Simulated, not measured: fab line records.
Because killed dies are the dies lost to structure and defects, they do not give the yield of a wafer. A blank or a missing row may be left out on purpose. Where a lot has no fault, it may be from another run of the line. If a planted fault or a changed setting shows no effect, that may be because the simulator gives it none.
fab line records    flow n5_finfet
record lots=7  wafers=21
route steps=1938 shown BEOL_M7@1290 BEOL_M8@1370 BEOL_M9@1407 BEOL_M10@1512 BEOL_M11@1578
start_h: hours from the record's first day to the start of the lot's first wafer shown    wait_h: hours since the lot's step before    " repeats the value in the row above    L1.1+2: one row covering several wafers at once    - no value, or no start given    * or withheld: withheld    < > ~ a bound
route shown NAME@n: names a module that has steps shown in the file, with the first one's number in the route    usual: average and standard deviation across the fault-free wafers    same: alike in all rows    chamber/n: place in a boat    sites: each site's reading    _std_site: how widely they spread, as a standard deviation    _edge_site: inner sites' mean taken away from outer sites' mean    radius_mm: how far each site lies from the wafer's centre    mask NAME#n: copy n    behind: tool/chamber where the wafer was last shaped    hold: why the lot went on hold/how many hours it stayed there/how the hold came to an end    device: which transistor (n, p or np) failed to switch    end of line: the route-end tests of the same wafers    a step with no rows: only its recipe    killed: count of dies lost to structure and defects at first sort (not the wafer's yield)    map: a wafer's dies, marking killed ones x, the rest . and places with no die _
set.NAME: the run value of the setting; set.NAME@STEP: its run value at that earlier step    model.NAME: the simulator's own value behind a step, which no gauge read
lots with deliberately changed settings; one table per step, one row per wafer
## steps
# step N5_BEOL_M7_COAT_22
# recipe resist=CAR-EUV  spin_rpm=1500  resist_thk_nm=30
lot.wafer   tool            chamber  start_h  wait_h  set.spin_rpm  model.CAR-EUV_of_BEOL_M7_COAT_22.thk_nm
L075.4+5+6  litho_track-02  0        -        -       1500          30
L076.2+5    litho_track-05  0        -        -       1349          31.6
L076.3      "               0        "        "       1349          31.8
L077.2      litho_track-04  0        -        -       1500          29.8
L077.3+6    "               0        "        "       1500          30
L080.2+3    litho_track-05  0        -        -       1500          30
L080.5      "               0        "        "       1637          28.6
L087.1      litho_track-05  0        -        -       1500          29.8
L087.3+4    "               0        "        "       1500          30
L092.4      litho_track-04  0        -        -       1500          30
L092.5+6    "               0        "        "       1500          30.2
L097.1      litho_track-04  0        -        -       1374          31.2
L097.4      "               0        "        "       1500          30
L097.6      "               0        "        "       1374          31.4
# step N5_BEOL_M7_EBR_24
# recipe solvent=PGMEA  ebr_width_mm=1.5
# step N5_BEOL_M7_SOFTBAKE_23
# recipe temp_c=110  time_s=60  resist=CAR-EUV
# step N5_BEOL_M7_DESCUM_33
# recipe chemistry=O2  time_s=7  source_power_w=50  bias_power_w=20  pressure_mtorr=20  rf_frequency_hz=2.712e+07  temp_c=40  resist=CAR-EUV  o2_flow_sccm=225
lot.wafer   tool         chamber  start_h  wait_h  set.spin_rpm@BEOL_M7_COAT_22  model.CAR-EUV_of_BEOL_M7_COAT_22.thk_nm
L075.4+5+6  rie_diel-02  1,2,1    182.95   0.0     1500                          26
L076.2+5    rie_diel-02  2,0      203.37   0.4     1349                          27.6
L076.3      "            1        "        "       1349                          27.8
L077.2+3+6  rie_diel-06  0,1,0    212.19   0.0     1500                          26
L080.2+3    rie_diel-01  3,0      233.05   0.0     1500                          26
L080.5      "            3        "        "       1637                          24.8
L087.1      rie_diel-02  1        272.90   0.1     1500                          25.8
L087.3+4    "            2,1      "        "       1500                          26
L092.4+5+6  rie_diel-06  2,1,2    307.09   0.0     1500                          26.2
L097.1      rie_diel-06  2        321.33   0.1     1374                          27.2
L097.4      "            0        "        "       1500                          26
L097.6      "            1        "        "       1374                          27.4
# step N5_BEOL_M7_ETCH_72
# recipe chemistry=N2/H2  target=underlayer  target_depth_a=65  mask_material=CAR-EUV  time_s=5.2  ion_energy_ev=200  pressure_mtorr=30  source_w=840  bias_w=150  n2_flow_sccm=200  h2_flow_sccm=200  ends=cleared
lot.wafer   tool         chamber  start_h  wait_h  set.spin_rpm@BEOL_M7_COAT_22  model.CAR-EUV_of_BEOL_M7_COAT_22.thk_nm
L075.4+6    rie_diel-02  1        182.99   0.0     1500                          20.2
L075.5      "            2        "        "       1500                          20.4
L076.2+3+5  rie_diel-02  2,1,0    203.41   0.0     1349                          22
L077.2+3    rie_diel-06  0,1      212.22   0.0     1500                          20.2
L077.6      "            0        "        "       1500                          20.4
L080.2+3    rie_diel-01  3,0      233.08   0.0     1500                          20.4
L080.5      "            3        "        "       1637                          19
L087.1      rie_diel-02  1        272.94   0.0     1500                          20
L087.3+4    "            2,1      "        "       1500                          20.2
L092.4+5+6  rie_diel-06  2,1,2    307.13   0.0     1500                          20.4
L097.1+6    rie_diel-06  2,1      321.36   0.0     1374                          21.6
L097.4      "            0        "        "       1500                          20.2
# step N5_BEOL_M8_ETCH_65
# recipe chemistry=CF4  target=SiARC  target_depth_a=156  mask_material=CAR-EUV  time_s=26  ion_energy_ev=80  pressure_mtorr=40  source_w=545  bias_w=36  Ar_flow_sccm=100  cf4_flow_sccm=100  ends=cleared
# usual etch_rf_on_time_s=25.9/0.56  rf_vpp_V=183.9/1.2
lot.wafer  tool         chamber  start_h  wait_h  set.source_w  etch_rf_on_time_s  rf_vpp_V
L075.4     rie_diel-03  3        188.73   0.0     639.9         22.0               173.4
L075.5     "            0        "        "       545           25.6               182.0
L075.6     "            1        "        "       639.9         22.0               173.8
L076.2     rie_diel-03  0        210.05   0.0     622.8         22.8               175.0
L076.3     "            3        "        "       545           25.1               184.3
L076.5     "            3        "        "       545           25.2               183.7
L077.2     rie_diel-04  0        226.11   0.0     545           25.8               183.2
L077.3     "            2        "        "       545           25.9               186.4
L077.6     "            0        "        "       545           25.9               182.5
L080.2     rie_diel-03  1        240.77   0.0     545           25.7               184.2
L080.3     "            2        "        "       590           24.4               179.4
L080.5     "            3        "        "       590           23.6               178.8
L087.1     rie_diel-04  3        280.91   0.0     583.8         24.3               179.4
L087.3     "            0        "        "       583.8         24.1               178.8
L087.4     "            1        "        "       583.8         24.4               180.6
L092.4     rie_diel-05  0        313.88   0.0     545           25.8               183.6
L092.5     "            3        "        "       620.9         23.0               176.1
L092.6     "            2        "        "       620.9         24.1               175.2
L097.1     rie_diel-05  2        328.47   0.0     615.2         24.0               174.1
L097.4     "            3        "        "       545           25.8               184.4
L097.6     "            3        "        "       615.2         23.2               177.3
# step N5_BEOL_M8_TRENCH_ETCH_37
# recipe chemistry=C4F6/O2  target_depth_a=934.78  target=SiCOH_lowk  time_s=31.2  ion_energy_ev=250  pressure_mtorr=30  source_w=345  bias_w=185  Ar_flow_sccm=300  C4F6_flow_sccm=10  O2_flow_sccm=10
# usual rf_vpp_V=667/17
lot.wafer  tool         chamber  start_h  wait_h  set.bias_w  rf_vpp_V  model.etch.depth_nm  model.BEOL_M8.feature_depth_nm
L075.4     rie_diel-03  3        -        -       207.8       692       97.92                98
L075.5     "            0        "        "       207.8       730       99.03                99
L075.6     "            1        "        "       185         674       94.47                94.4
L076.2     rie_diel-03  0        -        -       185         665       95.02                95
L076.3     "            3        "        "       185         632       94.84                94.8
L076.5     "            3        "        "       152.7       541       88.87                88.8
L077.2     rie_diel-04  0        -        -       185         676       94.42                94.4
L077.3     "            2        "        "       185         672       94.12                94.2
L077.6     "            0        "        "       185         677       94.29                94.2
L080.2     rie_diel-03  1        -        -       185         674       94.95                95
L080.3     "            2        "        "       194.1       708       97.27                97.2
L080.5     "            3        "        "       194.1       655       95.81                95.8
L087.1     rie_diel-04  3        -        -       162         594       92.15                92.2
L087.3     "            0        "        "       162         608       92.3                 92.4
L087.4     "            1        "        "       185         678       94.27                94.2
L092.4     rie_diel-05  0        -        -       185         681       93.55                93.6
L092.5     "            3        "        "       185         687       93.45                93.4
L092.6     "            2        "        "       185         660       90.59                90.6
L097.1     rie_diel-05  2        -        -       185         660       90.75                90.8
L097.4     "            3        "        "       185         689       92.31                92.4
L097.6     "            3        "        "       158.7       608       88.66                88.6
# step N5_BEOL_M8_ETCH_41
# recipe chemistry=CH3F/O2  target=SiCN  target_depth_a=319  taper_deg=2  time_s=57.8  ion_energy_ev=120  mask_material=TiN  pressure_mtorr=30  source_w=395  bias_w=75  Ar_flow_sccm=150  CH3F_flow_sccm=30  O2_flow_sccm=20
# step N5_BEOL_M8_STRIP_80
# recipe chemistry=N2/H2  time_s=10  power_w=450  temp_c=40  pressure_mtorr=20  rf_frequency_hz=6e+07  bias_power_w=7  n2_flow_sccm=200  h2_flow_sccm=200
# step N5_BEOL_M8_OCD_MEAS_38
# usual trench_depth_nm=93.8/1.7
lot.wafer  tool    chamber  start_h  wait_h  set.bias_w@BEOL_M8_TRENCH_ETCH_37  trench_depth_nm
L075.4     ocd-02  -        189.11   -       207.8                              97.7
L075.5     "       -        "        "       207.8                              98.9
L075.6     "       -        "        "       185                                94.8
L076.2     ocd-02  -        210.42   -       185                                95.0
L076.3     "       -        "        "       185                                94.6
L076.5     "       -        "        "       152.7                              88.9
L077.2     ocd-02  -        226.49   -       185                                94.7
L077.3     "       -        "        "       185                                93.9
L077.6     "       -        "        "       185                                93.9
L080.2     ocd-02  -        241.15   -       185                                95.5
L080.3     "       -        "        "       194.1                              96.7
L080.5     "       -        "        "       194.1                              95.7
L087.1     ocd-02  -        281.29   -       162                                91.9
L087.3     "       -        "        "       162                                91.9
L087.4     "       -        "        "       185                                94.3
L092.4     ocd-02  -        314.27   -       185                                93.2
L092.5     "       -        "        "       185                                92.9
L092.6     "       -        "        "       185                                90.3
L097.1     ocd-02  -        328.85   -       185                                90.5
L097.4     "       -        "        "       185                                91.6
L097.6     "       -        "        "       158.7                              88.6
# step N5_BEOL_M9_COAT_60
# recipe resist=SiARC  temp_c=220  time_s=60  spin_rpm=1500  resist_thk_nm=30
lot.wafer   tool            chamber  start_h  wait_h  set.spin_rpm  model.SiARC_of_BEOL_M9_COAT_60.thk_nm
L075.4+5    litho_track-01  0        -        -       1500          30.2
L075.6      "               0        "        "       1658          28.8
L076.2+3+5  litho_track-01  0        -        -       1500          30
L077.2+3+6  litho_track-05  0        -        -       1500          30
L080.2+3    litho_track-01  0        -        -       1500          30
L080.5      "               0        "        "       1337          31.8
L087.1+4    litho_track-02  0        -        -       1618          28.8
L087.3      "               0        "        "       1500          30
L092.4      litho_track-01  0        -        -       1642          28.6
L092.5      "               0        "        "       1500          30
L092.6      "               0        "        "       1642          28.8
L097.1      litho_track-02  0        -        -       1662          28.6
L097.4      "               0        "        "       1500          30
L097.6      "               0        "        "       1500          30.2
# step N5_BEOL_M9_COAT_05
# recipe resist=CAR-ArF  spin_rpm=1500  resist_thk_nm=90
# step N5_BEOL_M9_EBR_07
# recipe solvent=PGMEA  ebr_width_mm=1.5
# step N5_BEOL_M9_DESCUM_16
# recipe chemistry=O2  time_s=7.9  source_power_w=50  bias_power_w=20  pressure_mtorr=20  rf_frequency_hz=2.712e+07  temp_c=40  resist=CAR-ArF  o2_flow_sccm=225
# step N5_BEOL_M9_ETCH_61
# recipe chemistry=CF4  target=SiARC  target_depth_a=390  mask_material=CAR-ArF  time_s=65  ion_energy_ev=80  pressure_mtorr=40  source_w=545  bias_w=36  Ar_flow_sccm=100  cf4_flow_sccm=100  ends=cleared
lot.wafer  tool         chamber  start_h  wait_h  set.spin_rpm@BEOL_M9_COAT_60  model.etch.depth_nm  model.CAR-ArF_of_BEOL_M9_COAT_05.thk_nm
L075.4     rie_diel-02  1        194.47   0.0     1500                          30.11                54.8
L075.5     "            0        "        "       1500                          30.21                55
L075.6     "            2        "        "       1658                          28.71                56
L076.2     rie_diel-06  0        216.77   0.0     1500                          30.04                55.6
L076.3     "            2        "        "       1500                          30.07                55.6
L076.5     "            3        "        "       1500                          30.05                55.6
L077.2     rie_diel-06  3        231.23   0.0     1500                          30                   55
L077.3     "            0        "        "       1500                          30.08                55.6
L077.6     "            0        "        "       1500                          30.04                55
L080.2     rie_diel-01  3        245.47   0.0     1500                          30.01                56
L080.3     "            0        "        "       1500                          29.93                55.8
L080.5     "            3        "        "       1337                          31.78                54.2
L087.1     rie_diel-01  2        286.40   0.0     1618                          28.88                56.8
L087.3     "            3        "        "       1500                          30.06                55.8
L087.4     "            1        "        "       1618                          28.87                56.6
L092.4     rie_diel-06  3        320.18   0.0     1642                          28.67                57.2
L092.5     "            2        "        "       1500                          30.05                55.8
L092.6     "            1        "        "       1642                          28.74                56.8
L097.1     rie_diel-06  2        335.99   0.0     1662                          28.53                57
L097.4     "            0        "        "       1500                          30.04                55.6
L097.6     "            1        "        "       1500                          30.16                55.2
# step N5_BEOL_M9_ETCH_62
# recipe chemistry=N2/H2  target=SOC  target_depth_a=1100  overetch_a=220  mask_material=SiARC  temp_c=40  time_s=165  ion_energy_ev=200  pressure_mtorr=30  source_w=840  bias_w=150  n2_flow_sccm=200  h2_flow_sccm=200
lot.wafer   tool         chamber  start_h  wait_h  set.spin_rpm@BEOL_M9_COAT_60  model.SiARC_of_BEOL_M9_COAT_60.thk_nm
L075.4      rie_diel-02  1        194.57   0.1     1500                          23.4
L075.5      "            0        "        "       1500                          23.8
L075.6      "            2        "        "       1658                          22.2
L076.2+3+5  rie_diel-06  0,2,3    216.82   0.0     1500                          23.6
L077.2      rie_diel-06  3        231.28   0.0     1500                          23.4
L077.3+6    "            0        "        "       1500                          23.6
L080.2      rie_diel-01  3        245.52   0.0     1500                          23.6
L080.3      "            0        "        "       1500                          23
L080.5      "            3        "        "       1337                          25.4
L087.1      rie_diel-01  2        286.45   0.0     1618                          22.8
L087.3      "            3        "        "       1500                          23.6
L087.4      "            1        "        "       1618                          22.2
L092.4      rie_diel-06  3        320.27   0.1     1642                          22.2
L092.5      "            2        "        "       1500                          23.6
L092.6      "            1        "        "       1642                          22.4
L097.1      rie_diel-06  2        336.04   0.0     1662                          22.2
L097.4      "            0        "        "       1500                          23.4
L097.6      "            1        "        "       1500                          23.8
# step N5_BEOL_M9_TRENCH_ETCH_37
# recipe chemistry=C4F6/O2  target_depth_a=1514.3  target=SiCOH_lowk  time_s=49  ion_energy_ev=250  pressure_mtorr=30  source_w=345  bias_w=185  Ar_flow_sccm=300  C4F6_flow_sccm=10  O2_flow_sccm=10
# usual rf_vpp_V=658/14
lot.wafer  tool         chamber  start_h  wait_h  set.source_w  rf_vpp_V
L075.4     rie_diel-06  1        -        -       345           659
L075.5     "            3        "        "       345           670
L075.6     "            0        "        "       380.9         635
L076.2     rie_diel-06  3        -        -       345           672
L076.3     "            1        "        "       345           659
L076.5     "            2        "        "       345           654
L077.2     rie_diel-01  2        -        -       345           658
L077.3     "            3        "        "       345           675
L077.6     "            0        "        "       345           687
L080.2     rie_diel-01  0        -        -       284.1         759
L080.3     "            2        "        "       345           657
L080.5     "            2        "        "       284.1         728
L087.1     rie_diel-01  2        -        -       345           658
L087.3     "            3        "        "       327.4         693
L087.4     "            0        "        "       327.4         706
L092.4     rie_diel-01  0        -        -       345           686
L092.5     "            0        "        "       404.2         634
L092.6     "            3        "        "       345           675
L097.1     rie_diel-01  1        -        -       399.8         610
L097.4     "            0        "        "       345           687
L097.6     "            0        "        "       345           687
# step N5_BEOL_M10_TRENCH_ETCH_37
# recipe chemistry=C4F6/O2  target_depth_a=1488.3  target=SiCOH_lowk  time_s=48  ion_energy_ev=250  pressure_mtorr=30  source_w=345  bias_w=185  Ar_flow_sccm=300  C4F6_flow_sccm=10  O2_flow_sccm=10
lot.wafer   tool         chamber  start_h  wait_h  set.source_w
L075.4+5    rie_diel-03  3,2      -        -       313.3
L075.6      "            3        "        "       345
L076.2+3    rie_diel-05  0,3      -        -       385.7
L076.5      "            3        "        "       345
L077.2+3+6  rie_diel-05  2,1,0    -        -       345
L080.2      rie_diel-03  1        -        -       345
L080.3+5    "            2,3      "        "       287.8
L087.1+3    rie_diel-03  1,0      -        -       361.1
L087.4      "            2        "        "       345
L092.4+6    rie_diel-04  1,0      -        -       345
L092.5      "            3        "        "       398.2
L097.1+4    rie_diel-05  2,0      -        -       367.7
L097.6      "            0        "        "       345
# step N5_BEOL_M10_ETCH_41
# recipe chemistry=CH3F/O2  target=SiCN  target_depth_a=426  taper_deg=2  time_s=86  ion_energy_ev=120  mask_material=TiN  pressure_mtorr=30  source_w=395  bias_w=75  Ar_flow_sccm=150  CH3F_flow_sccm=30  O2_flow_sccm=20
# step N5_BEOL_M10_STRIP_77
# recipe chemistry=N2/H2  time_s=10  power_w=450  temp_c=40  pressure_mtorr=20  rf_frequency_hz=6e+07  bias_power_w=7  n2_flow_sccm=200  h2_flow_sccm=200
# step N5_BEOL_M10_ECD_50
# recipe material=Cu  target_thk_a=3180
# step N5_BEOL_M10_ANNEAL_51
# recipe temp_c=225  time_s=90  ambient=N2
# step N5_BEOL_M10_CMP_52
# recipe stop_on=SiCOH_lowk  t_overpolish_s=7  down_force_psi=1  platen_rpm=50  clearing_platen_down_force_psi=1.5  clearing_platen_rpm=50  post_cmp_clean=cu_alkaline  target_thk_nm=140  clearing_platen_pad_velocity_m_s=0.99484  pad_velocity_m_s=0.99484
lot.wafer  tool    chamber  start_h  wait_h  set.source_w@BEOL_M10_TRENCH_ETCH_37  model.Cu_of_BEOL_M10_ECD_50.thk_nm
L075.4     cmp-03  0        205.55   0.1     313.3                                 133.6
L075.6     "       0        "        "       345                                   140
L075.5     "       1        "        "       313.3                                 135
L076.2     cmp-02  1        232.64   0.2     385.7                                 148.2
L076.3     "       0        "        "       385.7                                 146.6
L076.5     "       2        "        "       345                                   141.2
L077.3     cmp-02  2        242.57   0.2     345                                   135.2
L077.2     "       3        "        "       345                                   134.4
L077.6     "       0        "        "       345                                   141.6
L080.3     cmp-02  0        263.09   0.3     287.8                                 131.6
L080.2     "       1        "        "       345                                   142.2
L080.5     "       3        "        "       287.8                                 130.4
L087.4     cmp-04  0        300.31   0.1     345                                   141.4
L087.1     "       1        "        "       361.1                                 144
L087.3     "       2        "        "       361.1                                 143
L092.4     cmp-04  1        332.17   0.2     345                                   138.4
L092.6     "       3        "        "       345                                   140.4
L092.5     "       0        "        "       398.2                                 148.4
L097.1     cmp-02  1        350.02   0.3     367.7                                 136.8
L097.4     "       3        "        "       367.7                                 141.2
L097.6     "       1        "        "       345                                   138.8
# step N5_BEOL_M10_THK_MEAS_53
# recipe thk_meas_gauge=xrf  reads=Cu_of_BEOL_M10_ECD_50
# usual M10_THK=140/3.3
lot.wafer  tool           chamber  start_h  wait_h  set.source_w@BEOL_M10_TRENCH_ETCH_37  M10_THK[nm]
L075.4     film_metro-01  -        205.85   -       313.3                                 134
L075.5     "              -        "        "       313.3                                 136
L075.6     "              -        "        "       345                                   141
L076.2     film_metro-02  -        232.93   -       385.7                                 148
L076.3     "              -        "        "       385.7                                 147
L076.5     "              -        "        "       345                                   142
L077.2     film_metro-02  -        242.79   -       345                                   134
L077.3     "              -        "        "       345                                   136
L077.6     "              -        "        "       345                                   141
L080.2     film_metro-02  -        263.31   -       345                                   142
L080.3     "              -        "        "       287.8                                 131
L080.5     "              -        "        "       287.8                                 130
L087.1     film_metro-01  -        300.61   -       361.1                                 145
L087.3     "              -        "        "       361.1                                 145
L087.4     "              -        "        "       345                                   143
L092.4     film_metro-02  -        332.39   -       345                                   138
L092.5     "              -        "        "       398.2                                 149
L092.6     "              -        "        "       345                                   140
L097.1     film_metro-01  -        350.28   -       367.7                                 137
L097.4     "              -        "        "       367.7                                 142
L097.6     "              -        "        "       345                                   140
# step N5_BEOL_M10_PRE_CLEAN_55
# recipe gas=NH3  time_s=15  temp_c=withheld  rf_power_w=300
# step N5_BEOL_M10_DEP_56
# recipe material=SiCN  target_thk_a=150  temp_c=withheld  precursor=3MS/NH3  pressure_torr=3  rf_w=202  time_s=26.5
# step N5_BEOL_M10_RS_MEAS_57
# recipe thk_meas_gauge=four-point-probe  reads=Cu_of_BEOL_M10_ECD_50+Co_of_BEOL_M10_CVD_75+TaN_of_BEOL_M10_ALD_74
# usual M10_RS=0.152/0.0038
lot.wafer  tool           chamber  start_h  wait_h  set.source_w@BEOL_M10_TRENCH_ETCH_37  M10_RS[ohm/sq]
L075.4     film_metro-02  -        205.98   0.0     313.3                                 0.159
L075.5     "              -        "        "       313.3                                 0.157
L075.6     "              -        "        "       345                                   0.151
L076.2     film_metro-01  -        233.07   0.1     385.7                                 0.142
L076.3     "              -        "        "       385.7                                 0.143
L076.5     "              -        "        "       345                                   0.149
L077.2     film_metro-02  -        242.93   0.1     345                                   0.158
L077.3     "              -        "        "       345                                   0.157
L077.6     "              -        "        "       345                                   0.149
L080.2     film_metro-02  -        263.58   0.1     345                                   0.148
L080.3     "              -        "        "       287.8                                 0.162
L080.5     "              -        "        "       287.8                                 0.164
L087.1     film_metro-02  -        300.74   0.1     361.1                                 0.147
L087.3     "              -        "        "       361.1                                 0.148
L087.4     "              -        "        "       345                                   0.149
L092.4     film_metro-02  -        332.53   0.0     345                                   0.153
L092.5     "              -        "        "       398.2                                 0.142
L092.6     "              -        "        "       345                                   0.151
L097.1     film_metro-01  -        350.42   0.1     367.7                                 0.155
L097.4     "              -        "        "       367.7                                 0.149
L097.6     "              -        "        "       345                                   0.152
# step N5_BEOL_M11_TRENCH_ETCH_37
# recipe chemistry=C4F6/O2  target_depth_a=1488.3  target=SiCOH_lowk  time_s=48  ion_energy_ev=250  pressure_mtorr=30  source_w=345  bias_w=185  Ar_flow_sccm=300  C4F6_flow_sccm=10  O2_flow_sccm=10
# usual rf_vpp_V=659/12
lot.wafer  tool         chamber  start_h  wait_h  set.source_w  rf_vpp_V
L075.4     rie_diel-06  3        -        -       290.6         732
L075.5     "            3        "        "       345           670
L075.6     "            0        "        "       345           668
L076.2     rie_diel-01  0        -        -       300.2         738
L076.3     "            1        "        "       345           659
L076.5     "            3        "        "       300.2         724
L077.2     rie_diel-02  0        -        -       345           656
L077.3     "            3        "        "       345           648
L077.6     "            2        "        "       345           645
L080.2     rie_diel-06  2        -        -       313.2         687
L080.3     "            3        "        "       313.2         705
L080.5     "            1        "        "       345           658
L087.1     rie_diel-01  0        -        -       345           686
L087.3     "            2        "        "       367.3         636
L087.4     "            1        "        "       367.3         639
L092.4     rie_diel-06  1        -        -       292.7         715
L092.5     "            0        "        "       345           666
L092.6     "            2        "        "       345           651
L097.1     rie_diel-06  3        -        -       380.9         636
L097.4     "            2        "        "       345           653
L097.6     "            3        "        "       380.9         639
## key
split step=N5_BEOL_M7_COAT_22  setting=spin_rpm  stated=1500  by=wafer
response step=N5_BEOL_M7_COAT_22  reading=model.CAR-EUV_of_BEOL_M7_COAT_22.thk_nm  change=-0.154  per=1%  r=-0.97
response step=N5_BEOL_M7_DESCUM_33  reading=model.CAR-EUV_of_BEOL_M7_COAT_22.thk_nm  change=-0.142  per=1%  r=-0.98
response step=N5_BEOL_M7_ETCH_72  reading=model.CAR-EUV_of_BEOL_M7_COAT_22.thk_nm  change=-0.159  per=1%  r=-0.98
split step=N5_BEOL_M8_ETCH_65  setting=source_w  stated=545  by=wafer
response step=N5_BEOL_M8_ETCH_65  reading=etch_rf_on_time_s  change=*  per=1%  r=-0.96
response step=N5_BEOL_M8_ETCH_65  reading=rf_vpp_V  change=-0.578  per=1%  r=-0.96
split step=N5_BEOL_M8_TRENCH_ETCH_37  setting=bias_w  stated=185  by=wafer
response step=N5_BEOL_M8_TRENCH_ETCH_37  reading=rf_vpp_V  change=+5.08  per=1%  r=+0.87
response step=N5_BEOL_M8_TRENCH_ETCH_37  reading=model.etch.depth_nm  change=+0.274  per=1%  r=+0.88
response step=N5_BEOL_M8_TRENCH_ETCH_37  reading=model.BEOL_M8.feature_depth_nm  change=+0.275  per=1%  r=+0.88
response step=N5_BEOL_M8_OCD_MEAS_38  reading=trench_depth_nm  change=+0.255  per=1%  r=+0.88
split step=N5_BEOL_M9_COAT_60  setting=spin_rpm  stated=1500  by=wafer
response step=N5_BEOL_M9_COAT_60  reading=model.SiARC_of_BEOL_M9_COAT_60.thk_nm  change=-0.145  per=1%  r=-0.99
response step=N5_BEOL_M9_ETCH_61  reading=model.etch.depth_nm  change=-0.149  per=1%  r=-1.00
response step=N5_BEOL_M9_ETCH_61  reading=model.CAR-ArF_of_BEOL_M9_COAT_05.thk_nm  change=+0.132  per=1%  r=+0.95
response step=N5_BEOL_M9_ETCH_62  reading=model.SiARC_of_BEOL_M9_COAT_60.thk_nm  change=-0.148  per=1%  r=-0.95
split step=N5_BEOL_M9_TRENCH_ETCH_37  setting=source_w  stated=345  by=wafer
response step=N5_BEOL_M9_TRENCH_ETCH_37  reading=rf_vpp_V  change=-4.08  per=1%  r=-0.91
split step=N5_BEOL_M10_TRENCH_ETCH_37  setting=source_w  stated=345  by=wafer
response step=N5_BEOL_M10_CMP_52  reading=model.Cu_of_BEOL_M10_ECD_50.thk_nm  change=+0.575  per=1%  r=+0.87
response step=N5_BEOL_M10_THK_MEAS_53  reading=M10_THK  change=+0.581  per=1%  r=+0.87
response step=N5_BEOL_M10_RS_MEAS_57  reading=M10_RS  change=-0.000686  per=1%  r=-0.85
split step=N5_BEOL_M11_TRENCH_ETCH_37  setting=source_w  stated=345  by=wafer
response step=N5_BEOL_M11_TRENCH_ETCH_37  reading=rf_vpp_V  change=-4.11  per=1%  r=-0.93
